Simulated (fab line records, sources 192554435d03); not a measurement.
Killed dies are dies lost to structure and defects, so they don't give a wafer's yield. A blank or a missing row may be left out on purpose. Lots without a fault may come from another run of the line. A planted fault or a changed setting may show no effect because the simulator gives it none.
fab line records | flow n5_finfet
record lots=7 wafers=21 last_day=17
route steps=1938 shown STI_FIN_REVEAL@203 DUMMY_GATE@212 BEOL_M4@1111
lots that met no fault: from a run of the same line without faults
start_h: hours from the record's first day to the start of the lot's first wafer shown | wait_h: hours since the lot's step before | " the same as in the row above | L1.1+2: a row that stands for several wafers | - no value, or no start given | * or withheld: withheld | < > ~ a bound
route shown NAME@n: a module of which the file shows steps, and the number in the route of the first | usual: mean/standard deviation of fault-free wafers | same: alike in all rows | chamber/n: place in a boat | sites: the reading at each site | _std_site: their standard deviation | _edge_site: outer sites' mean less inner sites' | radius_mm: how far each site lies from the wafer's centre | mask NAME#n: copy n | behind: the tool/chamber that last shaped the wafer | hold: why the lot was held/for how many hours/how that ended | device: the transistor (n, p or np) that didn't switch | end of line: the same wafers' tests at the end of the route | a step without rows: its recipe alone | killed: dies lost to structure and defects at the first sort, not the wafer's yield | map: a wafer's dies, x killed, . not, _ none there
set.NAME: the setting as run; set.NAME@STEP: as run at that earlier step | model.NAME: the simulator's own value behind a step, which no gauge read
lots at some steps of the route; a table a step, a row a wafer
services: from which hour (start_h, from the record's first day; less than 0 if before it) a tool's chamber was out of use, for how many hours, and why
## steps
# step N5_STI_FIN_REVEAL_SRD_21
# recipe dry=ipa_marangoni time_s=30 temp_c=23 rinse_liquid=diw
# step N5_STI_FIN_REVEAL_OXIDATION_33
# recipe chemistry=O2_PLASMA_REMOTE temp_c=150 time_s=20 pressure_mtorr=1000 source_power_w=2000 o2_flow_sccm=3000
# usual drypump_motor_current_A=5.8/0.48 heater_power_w=141/16 o2_flow_sccm=2999/8.6
# columns lot.wafer tool chamber start_h wait_h drypump_motor_current_A heater_power_w o2_flow_sccm rf_hours_counter_h
L552.1 plasma_asher-02 1 44.48 0.0 6.1 171 2990 76
L552.2 " 0 " " 4.9 127 3001 76
L552.5 " 1 " " 6.1 170 2997 -
L554.1 plasma_asher-02 0 54.66 0.0 4.9 125 3000 78
L554.4 " 1 " " 6.1 166 3014 -
L554.6 " 1 " " 6.1 167 2994 -
L555.3 plasma_asher-01 1 60.95 0.1 5.9 143 2991 -
L555.4 " 0 " " 6.2 130 2999 -
L555.5 " 1 " " 5.8 143 2995 -
L559.4 plasma_asher-01 0 85.51 0.0 6.2 130 2992 -
L559.5 " 1 " " 5.9 146 2991 -
L559.6 " 0 " " 6.3 128 2995 -
L564.1 plasma_asher-01 0 115.39 0.0 6.2 128 3010 47
L564.4 " 0 " " 6.2 126 3005 -
L564.5 " 1 " " 5.9 144 3008 -
L565.2 plasma_asher-01 1 120.89 0.0 5.9 139 2982 48
L565.5 " 1 " " 5.8 144 2995 -
L565.6 " 0 " " 6.3 134 2998 -
L566.1 plasma_asher-01 0 125.67 0.0 6.2 133 3019 49
L566.2 " 1 " " 5.9 143 2997 49
L566.6 " 0 " " 6.2 129 3010 -
# step N5_STI_FIN_REVEAL_CLEAN_19
# recipe chemistry=O3/DIW temp_c=25 time_s=120 o3_ppm=10
# step N5_STI_FIN_REVEAL_SRD_23
# recipe dry=ipa_marangoni time_s=30 temp_c=23 rinse_liquid=diw
# step N5_STI_FIN_REVEAL_CD_MEAS_22
# recipe target_cd_nm=6.238 pitch_nm=28 polarity=line
# usual cd_nm=6.21/0.28
# columns lot.wafer tool chamber start_h wait_h cd_nm
L552.1 cd_sem-03 - 44.65 0.0 5.83
L552.2 " - " " 6.36
L552.5 " - " " 5.85
L554.1 cd_sem-03 - 54.83 0.0 6.16
L554.4 " - " " 5.75
L554.6 " - " " 6.15
L555.3 cd_sem-02 - 61.10 0.0 5.74
L555.4 " - " " 6.10
L555.5 " - " " 6.20
L559.4 cd_sem-01 - 85.66 0.0 6.02
L559.5 " - " " 6.08
L559.6 " - " " 6.18
L564.1 cd_sem-01 - 115.57 0.0 6.66
L564.4 " - " " 6.09
L564.5 " - " " 5.82
L565.2 cd_sem-03 - 121.05 0.0 6.96
L565.5 " - " " 6.18
L565.6 " - " " 6.19
L566.1 cd_sem-03 - 125.83 0.0 6.58
L566.2 " - " " 5.86
L566.6 " - " " 6.00
# step N5_STI_FIN_REVEAL_FIN_H_MEAS_10
# usual trench_depth_nm=51.6/0.85
# columns lot.wafer tool chamber start_h wait_h trench_depth_nm
L552.1 ocd-01 - 44.68 0.0 52.6
L552.2 " - " " 51.1
L552.5 " - " " 52.3
L554.1 ocd-01 - 54.86 0.0 51.6
L554.4 " - " " 52.4
L554.6 " - " " 51.8
L555.3 ocd-02 - 61.13 0.0 51.0
L555.4 " - " " 50.6
L555.5 " - " " 51.4
L559.4 ocd-01 - 85.69 0.0 50.9
L559.5 " - " " 51.1
L559.6 " - " " 51.3
L564.1 ocd-01 - 115.60 0.0 50.7
L564.4 " - " " 50.2
L564.5 " - " " 50.7
L565.2 ocd-02 - 121.08 0.0 51.7
L565.5 " - " " 53.4
L565.6 " - " " 51.1
L566.1 ocd-02 - 125.86 0.0 52.5
L566.2 " - " " 50.7
L566.6 " - " " 51.5
# step N5_STI_FIN_REVEAL_PRECLEAN_18
# recipe chemistry=SC2 time_s=45 temp_c=35 mix=1:1:50
# step N5_STI_FIN_REVEAL_SRD_28
# recipe dry=ipa_marangoni time_s=30 temp_c=23 rinse_liquid=diw
# step N5_STI_FIN_REVEAL_INSPECT_13
# recipe inspect_instrument=darkfield mode=post_clean
# usual raw_defect_count=11/4.7
# columns lot.wafer tool chamber start_h wait_h raw_defect_count
L552.1 defect_inspect-02 - 44.77 0.0 17
L552.2 " - " " 8
L552.5 " - " " 12
L554.1 defect_inspect-02 - 54.95 0.0 13
L554.4 " - " " 17
L554.6 " - " " 18
L555.3 defect_inspect-02 - 61.22 0.0 4
L555.4 " - " " 5
L555.5 " - " " 4
L559.4 defect_inspect-02 - 85.78 0.0 5
L559.5 " - " " 6
L559.6 " - " " 7
L564.1 defect_inspect-02 - 115.69 0.0 13
L564.4 " - " " 14
L564.5 " - " " 27
L565.2 defect_inspect-02 - 121.18 0.0 18
L565.5 " - " " 15
L565.6 " - " " 11
L566.1 defect_inspect-02 - 125.96 0.0 15
L566.2 " - " " 9
L566.6 " - " " 9
# step N5_DUMMY_GATE_PRECLEAN_00
# recipe chemistry=O3/DIW time_s=60 temp_c=22 o3_ppm=10
# step N5_DUMMY_GATE_SRD_01
# recipe time_s=30 temp_c=23 rinse_liquid=diw dry=ipa_marangoni
# step N5_DUMMY_GATE_ALD_02
# recipe material=SiO2 target_thk_a=20 temp_c=300 ald_precursor_family=BDEAS ald_co_reactant=O2-plasma pulse_time_s=1 pressure_torr=2
# usual heater_power_outer_w=256/16 heater_power_w=467/33 precursor_pulse_height_rel=0.999/0.019
# columns lot.wafer tool chamber start_h wait_h heater_power_outer_w heater_power_w precursor_pulse_height_rel
L552.1 ald_sin-03 0 44.98 0.1 211 393 1.013
L552.2 " 3 " " 267 472 1.037
L552.5 " 3 " " 264 484 0.983
L554.1 ald_sin-02 3 55.04 0.0 274 494 0.993
L554.4 " 1 " " 260 464 0.984
L554.6 " 0 " " 257 460 0.994
L555.3 ald_sin-04 0 61.31 0.0 253 460 0.976
L555.4 " 1 " " 270 460 1.011
L555.5 " 1 " " 262 467 0.979
L559.4 ald_sin-04 3 88.13 2.3 262 517 1.030
L559.5 " 3 " " 263 503 0.988
L559.6 " 2 " " 245 432 1.019
L564.1 ald_sin-02 2 115.78 0.0 245 452 0.996
L564.4 " 3 " " 263 468 0.985
L564.5 " 2 " " 249 455 1.001
L565.2 ald_sin-04 2 121.27 0.0 240 431 0.994
L565.5 " 3 " " 261 509 0.985
L565.6 " 2 " " 241 437 0.997
L566.1 ald_sin-03 0 126.05 0.0 212 413 0.957
L566.2 " 2 " " 291 535 1.025
L566.6 " 2 " " 292 525 0.972
# step N5_DUMMY_GATE_CVD_03
# recipe material=a-Si target_thk_a=1500 temp_c=530 precursor=SiH4 time_s=8042
# usual spike_tc_bottom_C=550.4/2.4 spike_tc_centre_C=530.2/0.6 spike_tc_lower_C=530.3/0.84 spike_tc_top_C=553.5/0.41 spike_tc_upper_C=529.1/0.64 susceptor_temp_C=530.01/0.26 zone_power_centre_pct=6.9/0.35 zone_power_upper_pct=6.5/0.59
# columns lot.wafer tool chamber start_h wait_h spike_tc_bottom_C spike_tc_centre_C spike_tc_lower_C spike_tc_top_C spike_tc_upper_C susceptor_temp_C zone_power_centre_pct zone_power_upper_pct model.a-Si_of_DUMMY_GATE_CVD_03.thk_nm
L552.1 lpcvd-01 0/90 45.08 0.1 550.0 529.7 530.0 553.9 529.5 529.89 6.9 6.2 150
L552.2 " 0/95 " " 550.0 529.7 530.0 553.9 529.5 529.89 6.9 6.2 148.4
L552.5 " 0/109 " " 550.0 529.7 530.0 553.9 529.5 529.89 6.9 6.2 149.6
L554.1 lpcvd-02 0/40 55.15 0.1 546.3 529.3 528.6 554.1 530.1 530.21 7.3 7.9 150.8
L554.4 " 0/54 " " 546.3 529.3 528.6 554.1 530.1 530.21 7.3 7.9 151
L554.6 " 0/64 " " 546.3 529.3 528.6 554.1 530.1 530.21 7.3 7.9 149.6
L555.3 lpcvd-01 1/100 61.41 0.1 552.6 530.1 530.1 553.6 529.2 530.44 6.6 6.1 150.2
L555.4 " 1/104 " " 552.6 530.1 530.1 553.6 529.2 530.44 6.6 6.1 150
L555.5 " 1/109 " " 552.6 530.1 530.1 553.6 529.2 530.44 6.6 6.1 151.2
L559.4 lpcvd-01 0/79 88.24 0.1 549.8 530.0 531.4 553.6 530.0 529.86 6.8 6.2 151.6
L559.5 " 0/84 " " 549.8 530.0 531.4 553.6 530.0 529.86 6.8 6.2 150.6
L559.6 " 0/89 " " 549.8 530.0 531.4 553.6 530.0 529.86 6.8 6.2 150.2
L564.1 lpcvd-01 0/65 115.88 0.1 563.7 543.0 543.0 565.4 542.0 542.64 7.1 6.4 213.8
L564.4 " 0/79 " " 563.7 543.0 543.0 565.4 542.0 542.64 7.1 6.4 212.6
L564.5 " 0/84 " " 563.7 543.0 543.0 565.4 542.0 542.64 7.1 6.4 212.4
L565.2 lpcvd-01 0/70 121.38 0.1 562.1 542.0 543.2 565.5 541.6 542.41 7.1 6.4 214
L565.5 " 0/84 " " 562.1 542.0 543.2 565.5 541.6 542.41 7.1 6.4 212.8
L565.6 " 0/89 " " 562.1 542.0 543.2 565.5 541.6 542.41 7.1 6.4 212.4
L566.1 lpcvd-01 0/15 126.16 0.1 562.8 543.1 544.3 565.1 541.7 542.88 7.1 6.4 215.4
L566.2 " 0/20 " " 562.8 543.1 544.3 565.1 541.7 542.88 7.1 6.4 215
L566.6 " 0/39 " " 562.8 543.1 544.3 565.1 541.7 542.88 7.1 6.4 214
# step N5_DUMMY_GATE_PRECLEAN_46
# recipe chemistry=DIW time_s=89.5 temp_c=23
# step N5_DUMMY_GATE_SRD_47
# recipe dry_time_s=32 dry=n2_spin spin_rpm=1500
# step N5_DUMMY_GATE_CMP_04
# recipe material=a-Si post_cmp_clean=alkaline_brush
# usual motor_current_A=10.0/0.93 pad_life_wafers=1132/680 time_to_endpoint_s=15.1/2.9
# columns lot.wafer tool chamber start_h wait_h motor_current_A pad_life_wafers time_to_endpoint_s
L552.1 cmp-04 0 50.70 0.1 8.7 1532 17.3
L552.2 " 1 " " 11.1 1533 9.8
L552.5 " 3 " " 9.5 - 12.8
L554.1 cmp-01 1 58.91 0.1 9.5 2041 14.2
L554.4 " 2 " " 12.3 2042 17.2
L554.6 " 1 " " 9.6 - 12.8
L555.4 cmp-03 3 65.15 0.0 9.7 816 15.8
L555.3 " 2 " " 8.9 819 19.8
L555.5 " 0 " " 10.8 - 16.0
L559.4 cmp-04 1 92.07 0.1 11.0 1851 11.2
L559.6 " 2 " " 9.5 - 11.2
L559.5 " 3 " " 9.2 - 10.4
L564.1 cmp-03 1 119.62 0.0 9.8 1314 23.9
L564.4 " 2 " " 9.1 1315 26.6
L564.5 " 2 " " 9.0 - 27.8
L565.2 cmp-04 3 125.14 0.1 9.0 2059 25.3
L565.6 " 2 " " 9.4 - 23.3
L565.5 " 3 " " 9.0 - 23.3
L566.1 cmp-03 2 129.92 0.1 8.9 1417 28.5
L566.2 " 3 " " 9.7 1418 27.1
L566.6 " 1 " " 9.9 - 25.6
# step N5_DUMMY_GATE_THK_MEAS_05
# usual thk_nm=72.9/1.4
# columns lot.wafer tool chamber start_h wait_h thk_nm
L552.1 film_metro-02 - 50.88 0.1 74.2
L552.2 " - " " 71.9
L552.5 " - " " 70.9
L554.1 film_metro-01 - 59.12 0.2 72.3
L554.4 " - " " 75.6
L554.6 " - " " 72.0
L555.3 film_metro-01 - 65.39 0.1 73.4
L555.4 " - " " 72.8
L555.5 " - " " 73.8
L559.4 film_metro-02 - 92.22 0.1 72.1
L559.5 " - " " 73.7
L559.6 " - " " 72.1
L564.1 film_metro-01 - 119.86 0.2 73.0
L564.4 " - " " 72.7
L564.5 " - " " 74.4
L565.2 film_metro-01 - 125.35 0.2 70.1
L565.5 " - " " 70.4
L565.6 " - " " 70.2
L566.1 film_metro-01 - 130.13 0.2 73.8
L566.2 " - " " 72.7
L566.6 " - " " 73.6
# step N5_BEOL_M4_RC_MEAS_101
# usual DIBL_N=37.1/2.4 DIBL_P=37/3 IOFF_N=0.18/0.053 IOFF_P=0.21/0.05 ION_N=674/14 ION_P=459/9.2 SS_N=72.1/0.9 SS_P=73.4/0.89 VT_N=250/3.8 VT_P=-251/3.7
# columns lot.wafer tool chamber start_h wait_h DIBL_N[mV/V] DIBL_P[mV/V] IOFF_N[nA/um] IOFF_P[nA/um] ION_N[uA/um] ION_P[uA/um] SS_N[mV/dec] SS_P[mV/dec] VT_N[mV] VT_P[mV]
L552.1 prober-01 0 182.67 0.0 36.8 36 0.16 0.22 678 461 72.7 73.6 252 -251
L552.2 " 0 " " 40.1 36 0.30 0.23 662 457 75.4 72.7 248 -248
L552.5 " 0 " " 36.4 38 0.15 0.23 674 466 71.4 73.4 253 -247
L555.3 prober-01 0 200.94 0.5 36.2 35 0.14 0.17 668 446 71.3 72.7 254 -254
L555.4 " 0 " " 40.4 41 0.23 0.26 672 457 72.6 74.7 250 -250
L555.5 " 0 " " 35.9 35 0.14 0.18 669 461 71.8 72.9 252 -254
L554.1 prober-01 0 205.65 0.0 41.0 40 0.28 0.27 671 460 73.9 74.1 247 -248
L554.4 " 0 " " 35.1 35 0.14 0.19 666 467 70.9 72.5 250 -248
L554.6 " 0 " " 37.2 37 0.18 0.22 675 464 72.5 73.4 246 -250
L559.4 prober-01 0 232.50 0.5 36.2 34 0.15 0.18 667 454 70.7 72.9 251 -254
L559.5 " 0 " " 37.8 37 0.18 0.21 664 454 71.8 73.5 250 -253
L559.6 " 0 " " 35.5 33 0.13 0.17 658 449 71.1 72.3 253 -253
L564.1 prober-01 0 257.22 0.0 40.1 41 0.26 0.29 690 470 73.4 74.9 245 -246
L564.4 " 0 " " 36.5 36 0.17 0.21 663 457 72.8 74.3 251 -250
L564.5 " 0 " " 32.3 31 0.11 0.14 649 443 71.4 72.0 257 -254
L565.2 prober-02 0 265.53 0.2 38.1 40 0.20 0.25 684 468 71.8 74.4 246 -250
L565.5 " 0 " " 36.1 37 0.15 0.20 695 473 71.1 73.2 248 -252
L565.6 " 0 " " 36.2 37 0.16 0.20 673 457 72.0 73.1 248 -251
L566.1 prober-01 0 276.96 0.0 36.5 37 0.18 0.23 691 472 71.4 73.7 243 -249
L566.2 " 0 " " 37.2 38 0.19 0.23 677 460 71.7 74.1 245 -249
L566.6 " 0 " " 36.2 36 0.16 0.22 686 469 71.5 73.2 249 -250
## services
# columns tool chamber start_h hours kind
ald_sin-02 - 20.76 6.1 pm
ald_sin-04 2 35.74 6.9 repair
cmp-01 - 38.73 6.5 repair
cmp-01 - 50.80 0.6 repair
cmp-01 - 51.57 0.8 repair
ald_sin-03 2 71.24 4.0 repair
cmp-01 - 74.26 4.0 pm
cmp-04 - 75.42 7.7 pm
cmp-01 - 78.26 - consumable_replace:conditioner
plasma_asher-02 - 84.41 1.2 repair
ald_sin-02 - 85.25 14.0 pm
ald_sin-02 0 85.25 14.0 vent_cycle
ald_sin-02 1 85.25 14.0 vent_cycle
ald_sin-02 2 85.25 14.0 vent_cycle
ald_sin-02 3 85.25 14.0 vent_cycle
cmp-04 - 94.94 7.2 pm
plasma_asher-02 - 97.19 2.7 repair
ald_sin-02 0 99.25 - clean
ald_sin-02 1 99.25 - clean
ald_sin-02 2 99.25 - clean
ald_sin-02 3 99.25 - clean
ald_sin-04 0 100.88 8.9 repair
cmp-03 - 115.97 0.8 repair
cmp-04 - 127.08 4.0 pm
## key
first_sign step=N5_DUMMY_GATE_CVD_03 reading=susceptor_temp_C direction=up sigmas=49 usual=* struck=*
effect step=N5_DUMMY_GATE_CVD_03 reading=spike_tc_top_C direction=up sigmas=29 usual=553.5 struck=565.3
effect step=N5_DUMMY_GATE_CMP_04 reading=time_to_endpoint_s direction=up sigmas=3.7 usual=* struck=*
model_effect step=N5_DUMMY_GATE_CVD_03 value=a-Si_of_DUMMY_GATE_CVD_03.thk_nm without=150.3 struck=213.6
met_at N5_DUMMY_GATE_CVD_03
struck_wafers L564.1,L564.4,L564.5,L565.2,L565.5,L565.6,L566.1,L566.2,L566.6
rows_end L564.1,L564.4,L564.5,L565.2,L565.5,L565.6
fault kind=process_parameter_drift tool=lpcvd-01 chamber=- onset_h=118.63 steps=N5_DUMMY_GATE_CVD_03 channel=temp_c offset=* shape=step acts_in=* stated=*
# rows_end: these wafers met a further fault down the route, and their rows from its step on are left out
